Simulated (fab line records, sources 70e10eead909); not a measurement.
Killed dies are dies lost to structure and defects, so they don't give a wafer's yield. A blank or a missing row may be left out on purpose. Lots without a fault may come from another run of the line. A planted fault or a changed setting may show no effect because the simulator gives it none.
Which tool did it? | flow nand_harc | 22 lots, 66 wafers sampled, at 6 steps of a route of 1159

WHAT THE GAUGES READ, wafer by wafer
The record holds no reading of a measuring or inspecting step that can be judged against a usual standard deviation.

WHICH TOOL RAN EACH LOT (tool, then ch and the chambers of the sampled wafers, then the start)
lot  | NHARC_A_STAIRCASE_ETCH_197                    | NHARC_A_STAIRCASE_TRIM_220         | NHARC_A_STAIRCASE_ETCH_232                    | NHARC_A_STAIRCASE_STRIP_295                   | NHARC_A_STAIRCASE_DEP_301       | NHARC_A_STAIRCASE_STRIP_476
L074 | rie_diel-01 ch 0,1,3, day 11 15:37 or earlier | rie_diel-02 ch 1,2,3, day 11 15:37 | rie_diel-02 ch 0,1,3, day 12 03:28 or earlier | rie_diel-08 ch 0,2,3, day 12 03:28 or earlier | pecvd-03 ch 0,1,2, day 12 03:28 | rie_diel-08 ch 0,1,3, day 12 08:34
L075 | rie_diel-02 ch 0,1,2, day 11 15:56 or earlier | rie_diel-08 ch 1,2,3, day 11 15:56 | rie_diel-08 ch 0,2,3, day 12 05:20 or earlier | rie_diel-01 ch 0,1,2, day 12 05:20 or earlier | pecvd-01 ch 0,2, day 12 05:20   | rie_diel-01 ch 1,2,3, day 12 11:01
L078 | rie_diel-01 ch 0,2, day 11 23:43 or earlier   | rie_diel-08 ch 0,1,2, day 11 23:43 | rie_diel-08 ch 0,3, day 12 13:45 or earlier   | rie_diel-01 ch 2,3, day 12 13:45 or earlier   | pecvd-01 ch 0,1,2, day 12 13:45 | rie_diel-02 ch 0,1, day 12 18:42
L077 | rie_diel-02 ch 0,1,2, day 12 01:11 or earlier | rie_diel-02 ch 1,2,3, day 12 01:11 | rie_diel-08 ch 1,2,3, day 12 15:32 or earlier | rie_diel-08 ch 0,1,2, day 12 15:32 or earlier | pecvd-03 ch 0,1, day 12 15:32   | rie_diel-01 ch 0,1,2, day 12 20:33
L076 | rie_diel-02 ch 1,2, day 12 05:14 or earlier   | rie_diel-08 ch 0,1, day 12 05:14   | rie_diel-08 ch 0,3, day 12 19:04 or earlier   | rie_diel-02 ch 0,3, day 12 19:04 or earlier   | pecvd-01 ch 0,1,2, day 12 19:04 | rie_diel-08 ch 0,1, day 13 00:31
L079 | rie_diel-01 ch 0,2,3, day 12 10:05 or earlier | rie_diel-08 ch 1,2, day 12 10:05   | rie_diel-01 ch 1,2,3, day 12 22:56 or earlier | rie_diel-02 ch 1,3, day 12 22:56 or earlier   | pecvd-04 ch 0,2, day 12 22:56   | rie_diel-02 ch 1,2,3, day 13 04:22
L081 | rie_diel-02 ch 0,1,2, day 13 02:02 or earlier | rie_diel-08 ch 1,3, day 13 02:02   | rie_diel-08 ch 0,1, day 13 18:02 or earlier   | rie_diel-08 ch 0,1,2, day 13 18:02 or earlier | pecvd-01 ch 0,1,2, day 13 18:02 | rie_diel-02 ch 1,3, day 13 23:52
L080 | rie_diel-02 ch 0,3, day 13 06:08 or earlier   | rie_diel-02 ch 0,2,3, day 13 06:08 | rie_diel-01 ch 0,1,2, day 13 23:55 or earlier | rie_diel-01 ch 0,1, day 13 23:55 or earlier   | pecvd-03 ch 0,1, day 13 23:55   | rie_diel-08 ch 1,2,3, day 14 05:49
L084 | rie_diel-02 ch 0,2,3, day 13 10:05 or earlier | rie_diel-01 ch 0,3, day 13 10:05   | rie_diel-01 ch 1,2,3, day 14 01:49 or earlier | rie_diel-01 ch 0,1,2, day 14 01:49 or earlier | pecvd-01 ch 0,1,2, day 14 01:49 | rie_diel-02 ch 0,2,3, day 14 08:35
L083 | rie_diel-08 ch 0,2, day 13 11:49 or earlier   | rie_diel-01 ch 0,1,3, day 13 11:49 | rie_diel-02 ch 1,3, day 14 02:51 or earlier   | rie_diel-02 ch 0,2, day 14 02:51 or earlier   | pecvd-03 ch 0,1, day 14 02:51   | rie_diel-02 ch 1,3, day 14 09:43
L082 | rie_diel-08 ch 0,1,3, day 13 12:56 or earlier | rie_diel-01 ch 1,2, day 13 12:56   | rie_diel-01 ch 2,3, day 14 05:28 or earlier   | rie_diel-01 ch 1,2,3, day 14 05:28 or earlier | pecvd-01 ch 0,2, day 14 05:28   | rie_diel-02 ch 0,1,3, day 14 11:11
L088 | rie_diel-02 ch 0,2, day 14 11:52 or earlier   | rie_diel-08 ch 1,2,3, day 14 11:52 | rie_diel-01 ch 0,1, day 15 02:43 or earlier   | rie_diel-08 ch 0,2,3, day 15 02:43 or earlier | pecvd-01 ch 0,1, day 15 02:43   | rie_diel-08 ch 1,3, day 15 07:41
L087 | rie_diel-02 ch 0,1,3, day 14 15:02 or earlier | rie_diel-02 ch 2,3, day 14 15:02   | rie_diel-01 ch 0,1,3, day 15 04:45 or earlier | rie_diel-01 ch 1,2, day 15 04:45 or earlier   | pecvd-01 ch 1,2, day 15 04:45   | rie_diel-01 ch 1,2, day 15 10:13
L086 | rie_diel-01 ch 0,2, day 14 16:41              | rie_diel-08 ch 1,2,3, day 14 19:20 | rie_diel-01 ch 0,2,3, day 15 13:08 or earlier | rie_diel-01 ch 0,1,3, day 15 13:08 or earlier | pecvd-03 ch 0,2, day 15 13:08   | rie_diel-01 ch 1,3, day 15 18:22
L089 | rie_diel-08 ch 0,2,3, day 15 06:01 or earlier | rie_diel-02 ch 1,3, day 15 06:01   | rie_diel-01 ch 1,3, day 15 22:47 or earlier   | rie_diel-02 ch 0,3, day 15 22:47 or earlier   | pecvd-01 ch 1,2, day 15 22:47   | rie_diel-02 ch 2,3, day 16 03:50
L091 | rie_diel-01 ch 0,1,3, day 15 10:56 or earlier | rie_diel-01 ch 0,2,3, day 15 10:56 | rie_diel-02 ch 0,1,3, day 16 01:25 or earlier | rie_diel-02 ch 0,1,2, day 16 01:25 or earlier | pecvd-01 ch 0,1,2, day 16 01:25 | rie_diel-01 ch 0,1,2, day 16 07:00
L092 | rie_diel-08 ch 0,1,2, day 15 10:29 or earlier | rie_diel-01 ch 0,1, day 15 10:29   | rie_diel-08 ch 0,2, day 16 00:37 or earlier   | rie_diel-01 ch 0,1,3, day 16 00:37 or earlier | pecvd-04 ch 0,1,2, day 16 00:37 | rie_diel-01 ch 0,1,3, day 16 05:37
L094 | rie_diel-08 ch 0,3, day 16 02:18 or earlier   | rie_diel-02 ch 0,1,3, day 16 02:18 | rie_diel-08 ch 0,1, day 16 17:46 or earlier   | rie_diel-01 ch 1,2,3, day 16 17:46 or earlier | pecvd-01 ch 0,2, day 16 17:46   | rie_diel-02 ch 1,2, day 16 22:53
L095 | rie_diel-08 ch 0,1, day 16 05:45 or earlier   | rie_diel-08 ch 0,2, day 16 05:45   | rie_diel-01 ch 1,3, day 16 20:16 or earlier   | rie_diel-01 ch 0,2, day 16 20:16 or earlier   | pecvd-01 ch 0,1, day 16 20:16   | rie_diel-08 ch 1,2, day 17 01:40
L093 | rie_diel-01 ch 0,1,3, day 16 06:07 or earlier | rie_diel-01 ch 0,1,3, day 16 06:07 | rie_diel-08 ch 0,2,3, day 16 20:32 or earlier | rie_diel-08 ch 0,1,2, day 16 20:32 or earlier | pecvd-01 ch 0,1, day 16 20:32   | rie_diel-01 ch 0,3, day 17 01:37
L096 | rie_diel-02 ch 0,2,3, day 16 09:41 or earlier | rie_diel-01 ch 1,2, day 16 09:41   | rie_diel-02 ch 1,2,3, day 16 22:05 or earlier | rie_diel-01 ch 0,3, day 16 22:05 or earlier   | pecvd-03 ch 1,2, day 16 22:05   | rie_diel-08 ch 0,2, day 17 03:38
L097 | rie_diel-08 ch 1,3, day 16 21:06 or earlier   | rie_diel-08 ch 1,2,3, day 16 21:06 | rie_diel-01 ch 0,3, day 17 11:20 or earlier   | rie_diel-08 ch 1,2,3, day 17 11:20 or earlier | pecvd-03 ch 0,1, day 17 11:20   | rie_diel-01 ch 0,1,2, day 17 17:40
- NHARC_A_STAIRCASE_ETCH_197: etches the open film in C4F8/O2, target depth 100 nm, time 40.5 s.
- NHARC_A_STAIRCASE_TRIM_220: chemistry O2, time 211.2 s.
- NHARC_A_STAIRCASE_ETCH_232: etches the open film in C4F8/O2, target depth 100 nm, time 40.5 s.
- NHARC_A_STAIRCASE_STRIP_295: strips in O2.
- NHARC_A_STAIRCASE_DEP_301: deposits SiON, target thk 30 nm.
- NHARC_A_STAIRCASE_STRIP_476: strips in O2, time 20 s.

WHAT THE TOOLS THEMSELVES READ (means of the sampled wafers that have a number; where no wafer has one, the mark that the record gives instead)
NHARC_A_STAIRCASE_ETCH_197. Usual: oes_product_au 0.940 a.u., standard deviation 0.019; rf_vpp_V 895 V, standard deviation 4.1.
lot  | tool        | oes_product_au (a.u.) | rf_vpp_V (V) | flag
L074 | rie_diel-01 | 0.942                 | 894          |
L075 | rie_diel-02 | 0.940                 | 896          |
L078 | rie_diel-01 | 0.919                 | 893          |
L077 | rie_diel-02 | 0.923                 | 896          |
L076 | rie_diel-02 | 0.946                 | 894          |
L079 | rie_diel-01 | 0.908                 | 892          |
L081 | rie_diel-02 | 0.957                 | 896          |
L080 | rie_diel-02 | 0.951                 | 896          |
L084 | rie_diel-02 | 0.927                 | 894          |
L083 | rie_diel-08 | 0.938                 | 892          |
L082 | rie_diel-08 | 0.916                 | 894          |
L088 | rie_diel-02 | 0.937                 | 894          |
L087 | rie_diel-02 | 0.963                 | 898          |
L086 | rie_diel-01 | 0.991                 | 894          |
L089 | rie_diel-08 | 0.929                 | 896          |
L091 | rie_diel-01 | 0.940                 | 893          |
L092 | rie_diel-08 | 0.936                 | 893          |
L094 | rie_diel-08 | 0.940                 | 892          |
L095 | rie_diel-08 | 0.921                 | 889          |
L093 | rie_diel-01 | 0.975                 | 893          |
L096 | rie_diel-02 | 0.947                 | 894          |
L097 | rie_diel-08 | 0.941                 | 894          |

NHARC_A_STAIRCASE_TRIM_220. Usual: drypump_motor_current_A 5.8 A, standard deviation 0.47; mfc_ar_sccm 0.016 sccm, standard deviation 0.015; o2_flow_sccm 500.0 sccm, standard deviation 1.4; oes_product_au 0.997 a.u., standard deviation 0.011; rf_vpp_V 57.7 V, standard deviation 0.87; showerhead_plenum_p_Torr 3.50 Torr, standard deviation 0.11; throttle_valve_pct 17.036 %, standard deviation 0.0097.
lot  | tool        | drypump_motor_current_A (A) | mfc_ar_sccm (sccm) | o2_flow_sccm (sccm) | oes_product_au (a.u.) | rf_vpp_V (V) | showerhead_plenum_p_Torr (Torr) | throttle_valve_pct (%) | flag
L074 | rie_diel-02 | 6.0                         | 0.017              | 501.4               | 1.005                 | 57.8         | 3.53                            | 17.038                 |
L075 | rie_diel-08 | 5.4                         | 0.017              | 502.1               | 0.995                 | 57.8         | 3.57                            | 17.033                 |
L078 | rie_diel-08 | 5.7                         | 0.017              | 498.2               | 1.007                 | 57.9         | 3.48                            | 17.030                 |
L077 | rie_diel-02 | 6.0                         | 0.017              | 499.5               | 1.003                 | 56.7         | 3.52                            | 17.028                 |
L076 | rie_diel-08 | 5.8                         | 0.006              | 500.9               | 0.992                 | 57.6         | 3.38                            | 17.039                 |
L079 | rie_diel-08 | 5.6                         | 0.028              | 500.7               | 0.998                 | 58.8         | 3.57                            | 17.030                 |
L081 | rie_diel-08 | 5.1                         | 0.011              | 501.1               | 0.992                 | 58.0         | 3.50                            | 17.034                 |
L080 | rie_diel-02 | 5.7                         | 0.026              | 499.3               | 0.997                 | 57.0         | 3.49                            | 17.043                 |
L084 | rie_diel-01 | 5.9                         | 0.015              | 500.3               | 0.996                 | 58.0         | 3.37                            | 17.040                 |
L083 | rie_diel-01 | 5.9                         | 0.011              | 500.2               | 0.988                 | 58.2         | 3.46                            | 17.040                 |
L082 | rie_diel-01 | 5.8                         | 0.012              | 500.5               | 0.996                 | 58.0         | 3.57                            | 17.042                 |
L088 | rie_diel-08 | 5.4                         | 0.017              | 500.3               | 0.996                 | 57.4         | 3.56                            | 17.035                 |
L087 | rie_diel-02 | 6.1                         | 0.015              | 499.0               | 1.007                 | 58.1         | 3.47                            | 17.043                 |
L086 | rie_diel-08 | 5.4                         | 0.017              | 500.1               | 0.996                 | 57.3         | 3.55                            | 17.030                 |
L089 | rie_diel-02 | 6.1                         | 0.004              | 500.1               | 0.998                 | 57.9         | 3.59                            | 17.039                 |
L091 | rie_diel-01 | 6.0                         | 0.022              | 500.9               | 0.985                 | 57.5         | 3.41                            | 17.044                 |
L092 | rie_diel-01 | 6.3                         | 0.013              | 499.3               | 1.010                 | 57.9         | 3.49                            | 17.036                 |
L094 | rie_diel-02 | 5.8                         | 0.013              | 499.2               | 0.998                 | 57.4         | 3.56                            | 17.038                 |
L095 | rie_diel-08 | 6.0                         | 0.011              | 500.0               | 0.996                 | 57.1         | 3.42                            | 17.038                 |
L093 | rie_diel-01 | 6.0                         | 0.011              | 499.4               | 1.007                 | 57.5         | 3.45                            | 17.029                 |
L096 | rie_diel-01 | 5.8                         | 0.023              | 499.6               | 0.995                 | 57.7         | 3.51                            | 17.032                 |
L097 | rie_diel-08 | 5.4                         | 0.017              | 498.5               | 1.005                 | 58.4         | 3.54                            | 17.029                 |

NHARC_A_STAIRCASE_ETCH_232. Usual: oes_product_au 0.940 a.u., standard deviation 0.015; rf_vpp_V 894 V, standard deviation 4.1.
lot  | tool        | oes_product_au (a.u.) | rf_vpp_V (V) | flag
L074 | rie_diel-02 | 0.944                 | 898          |
L075 | rie_diel-08 | 0.920                 | 896          |
L078 | rie_diel-08 | 0.911                 | 893          |
L077 | rie_diel-08 | 0.944                 | 898          |
L076 | rie_diel-08 | 0.928                 | 893          |
L079 | rie_diel-01 | 0.951                 | 893          |
L081 | rie_diel-08 | 0.949                 | 890          |
L080 | rie_diel-01 | 0.935                 | 895          |
L084 | rie_diel-01 | 0.943                 | 894          |
L083 | rie_diel-02 | 0.964                 | 897          |
L082 | rie_diel-01 | 0.935                 | 892          |
L088 | rie_diel-01 | 0.947                 | 897          |
L087 | rie_diel-01 | 0.938                 | 894          |
L086 | rie_diel-01 | 0.938                 | 892          |
L089 | rie_diel-01 | 0.927                 | 892          |
L091 | rie_diel-02 | 0.948                 | 897          |
L092 | rie_diel-08 | 0.964                 | 893          |
L094 | rie_diel-08 | 0.938                 | 890          |
L095 | rie_diel-01 | 0.960                 | 894          |
L093 | rie_diel-08 | 0.951                 | 896          |
L096 | rie_diel-02 | 0.943                 | 895          |
L097 | rie_diel-01 | 0.933                 | 891          |

NHARC_A_STAIRCASE_STRIP_295. Usual: drypump_motor_current_A 5.8 A, standard deviation 0.46; mfc_ar_sccm 0.016 sccm, standard deviation 0.015; o2_flow_sccm 499.9 sccm, standard deviation 1.6; oes_product_au 0.996 a.u., standard deviation 0.012; rf_vpp_V 57.6 V, standard deviation 0.97; showerhead_plenum_p_Torr 3.49 Torr, standard deviation 0.11; throttle_valve_pct 17.037 %, standard deviation 0.009.
lot  | tool        | drypump_motor_current_A (A) | mfc_ar_sccm (sccm) | o2_flow_sccm (sccm) | oes_product_au (a.u.) | rf_vpp_V (V) | showerhead_plenum_p_Torr (Torr) | throttle_valve_pct (%) | flag
L074 | rie_diel-08 | 5.8                         | 0.011              | 498.7               | 0.984                 | 58.0         | 3.54                            | 17.037                 |
L075 | rie_diel-01 | 6.1                         | 0.018              | 499.9               | 0.989                 | 57.0         | 3.52                            | 17.044                 |
L078 | rie_diel-01 | 5.8                         | 0.027              | 501.4               | 0.984                 | 57.5         | 3.43                            | 17.029                 |
L077 | rie_diel-08 | 5.7                         | 0.017              | 499.6               | 0.984                 | 58.0         | 3.47                            | 17.036                 |
L076 | rie_diel-02 | 5.5                         | 0.023              | 499.5               | 1.009                 | 57.8         | 3.54                            | 17.039                 |
L079 | rie_diel-02 | 6.1                         | 0.004              | 498.8               | 1.002                 | 57.6         | 3.61                            | 17.034                 |
L081 | rie_diel-08 | 5.7                         | 0.017              | 499.2               | 0.997                 | 57.8         | 3.47                            | 17.040                 |
L080 | rie_diel-01 | 6.0                         | 0.007              | 500.8               | 1.000                 | 58.3         | 3.56                            | 17.038                 |
L084 | rie_diel-01 | 6.1                         | 0.018              | 501.1               | 0.995                 | 57.3         | 3.51                            | 17.034                 |
L083 | rie_diel-02 | 5.4                         | 0.037              | 499.8               | 0.997                 | 57.6         | 3.49                            | 17.038                 |
L082 | rie_diel-01 | 5.7                         | 0.016              | 499.8               | 0.992                 | 57.3         | 3.47                            | 17.039                 |
L088 | rie_diel-08 | 5.8                         | 0.011              | 500.8               | 0.991                 | 57.0         | 3.52                            | 17.044                 |
L087 | rie_diel-01 | 5.8                         | 0.023              | 498.8               | 1.001                 | 58.1         | 3.52                            | 17.035                 |
L086 | rie_diel-01 | 6.0                         | 0.011              | 500.1               | 1.001                 | 58.7         | 3.46                            | 17.033                 |
L089 | rie_diel-02 | 5.8                         | 0.011              | 498.9               | 0.996                 | 57.4         | 3.52                            | 17.036                 |
L091 | rie_diel-02 | 5.7                         | 0.028              | 501.4               | 0.992                 | 57.6         | 3.51                            | 17.039                 |
L092 | rie_diel-01 | 5.9                         | 0.011              | 499.8               | 1.001                 | 58.2         | 3.45                            | 17.042                 |
L094 | rie_diel-01 | 5.7                         | 0.016              | 499.9               | 1.003                 | 56.8         | 3.46                            | 17.039                 |
L095 | rie_diel-01 | 6.1                         | 0.030              | 500.4               | 0.995                 | 57.8         | 3.45                            | 17.036                 |
L093 | rie_diel-08 | 5.7                         | 0.017              | 499.8               | 1.006                 | 57.9         | 3.45                            | 17.019                 |
L096 | rie_diel-01 | 5.9                         | 0.015              | 501.6               | 1.000                 | 57.1         | 3.36                            | 17.037                 |
L097 | rie_diel-08 | 5.4                         | 0.017              | 498.6               | 0.987                 | 57.7         | 3.54                            | 17.038                 |

NHARC_A_STAIRCASE_DEP_301. Usual: heater_power_w 714 W, standard deviation 84.
lot  | tool     | heater_power_w (W) | flag
L074 | pecvd-03 | 789                |
L075 | pecvd-01 | 788                |
L078 | pecvd-01 | 744                |
L077 | pecvd-03 | 716                |
L076 | pecvd-01 | 705                |
L079 | pecvd-04 | 681                |
L081 | pecvd-01 | 689                |
L080 | pecvd-03 | 681                |
L084 | pecvd-01 | 719                |
L083 | pecvd-03 | 728                |
L082 | pecvd-01 | 814                |
L088 | pecvd-01 | 686                |
L087 | pecvd-01 | 679                |
L086 | pecvd-03 | 771                |
L089 | pecvd-01 | 688                |
L091 | pecvd-01 | 647                |
L092 | pecvd-04 | 630                |
L094 | pecvd-01 | 712                |
L095 | pecvd-01 | 741                |
L093 | pecvd-01 | 766                |
L096 | pecvd-03 | 769                |
L097 | pecvd-03 | 735                |

NHARC_A_STAIRCASE_STRIP_476. Usual: drypump_motor_current_A 5.8 A, standard deviation 0.46; mfc_ar_sccm 0.017 sccm, standard deviation 0.015; o2_flow_sccm 499.9 sccm, standard deviation 1.4; oes_product_au 0.998 a.u., standard deviation 0.011; rf_vpp_V 57.7 V, standard deviation 0.9; showerhead_plenum_p_Torr 3.49 Torr, standard deviation 0.11; throttle_valve_pct 17.036 %, standard deviation 0.01.
lot  | tool        | drypump_motor_current_A (A) | mfc_ar_sccm (sccm) | o2_flow_sccm (sccm) | oes_product_au (a.u.) | rf_vpp_V (V) | showerhead_plenum_p_Torr (Torr) | throttle_valve_pct (%) | flag
L074 | rie_diel-08 | 5.5                         | 0.006              | 500.9               | 0.983                 | 57.5         | 3.47                            | 17.035                 |
L075 | rie_diel-01 | 5.7                         | 0.016              | 501.5               | 0.991                 | 56.7         | 3.48                            | 17.037                 |
L078 | rie_diel-02 | 5.4                         | 0.025              | 500.4               | 1.010                 | 57.5         | 3.57                            | 17.027                 |
L077 | rie_diel-01 | 6.1                         | 0.018              | 501.2               | 0.984                 | 57.1         | 3.51                            | 17.042                 |
L076 | rie_diel-08 | 5.7                         | 0.006              | 500.2               | 0.989                 | 56.8         | 3.37                            | 17.036                 |
L079 | rie_diel-02 | 6.0                         | 0.017              | 499.2               | 1.003                 | 58.1         | 3.52                            | 17.035                 |
L081 | rie_diel-02 | 6.1                         | 0.002              | 501.2               | 1.003                 | 58.3         | 3.57                            | 17.045                 |
L080 | rie_diel-08 | 5.4                         | 0.017              | 501.6               | 1.000                 | 57.8         | 3.56                            | 17.028                 |
L084 | rie_diel-02 | 5.7                         | 0.026              | 499.7               | 0.999                 | 57.9         | 3.48                            | 17.044                 |
L083 | rie_diel-02 | 6.0                         | 0.004              | 499.8               | 0.996                 | 57.9         | 3.60                            | 17.035                 |
L082 | rie_diel-02 | 5.8                         | 0.013              | 499.0               | 1.010                 | 57.7         | 3.57                            | 17.039                 |
L088 | rie_diel-08 | 5.2                         | 0.011              | 498.8               | 1.002                 | 56.7         | 3.49                            | 17.045                 |
L087 | rie_diel-01 | 5.8                         | 0.023              | 499.8               | 1.002                 | 57.8         | 3.52                            | 17.051                 |
L086 | rie_diel-01 | 5.6                         | 0.004              | 499.3               | 1.004                 | 57.2         | 3.51                            | 17.027                 |
L089 | rie_diel-02 | 6.1                         | 0.015              | 499.8               | 1.001                 | 58.2         | 3.47                            | 17.033                 |
L091 | rie_diel-01 | 6.1                         | 0.018              | 499.6               | 1.005                 | 58.3         | 3.50                            | 17.027                 |
L092 | rie_diel-01 | 5.9                         | 0.011              | 500.3               | 1.000                 | 57.9         | 3.45                            | 17.037                 |
L094 | rie_diel-02 | 5.9                         | 0.031              | 500.5               | 0.986                 | 58.4         | 3.46                            | 17.036                 |
L095 | rie_diel-08 | 5.6                         | 0.028              | 499.6               | 0.997                 | 57.5         | 3.55                            | 17.028                 |
L093 | rie_diel-01 | 5.9                         | 0.015              | 500.2               | 0.989                 | 57.6         | 3.35                            | 17.031                 |
L096 | rie_diel-08 | 6.0                         | 0.011              | 500.2               | 1.004                 | 57.0         | 3.42                            | 17.039                 |
L097 | rie_diel-01 | 6.1                         | 0.018              | 500.6               | 0.999                 | 57.3         | 3.49                            | 17.030                 |

THE ANSWER, worked out from the rows above alone
Rule: a lot is off if the mean of its wafers that have a number lies more than 3 standard deviations from the usual mean. A lot without any number at a reading at which 4 lots or more have one is off too. The other lots that the step has rows for count as sound. The gauges are gone through in route order, then the tools' own readings, and for those a lot's mean is taken as printed above. The first step at which some lot is off is used, and at that step the reading that is off furthest; a lot without a number counts as furthest.
No lot is off at any reading shown: from this, nothing can be told.

WHAT THE SIMULATOR HAD PUT IN
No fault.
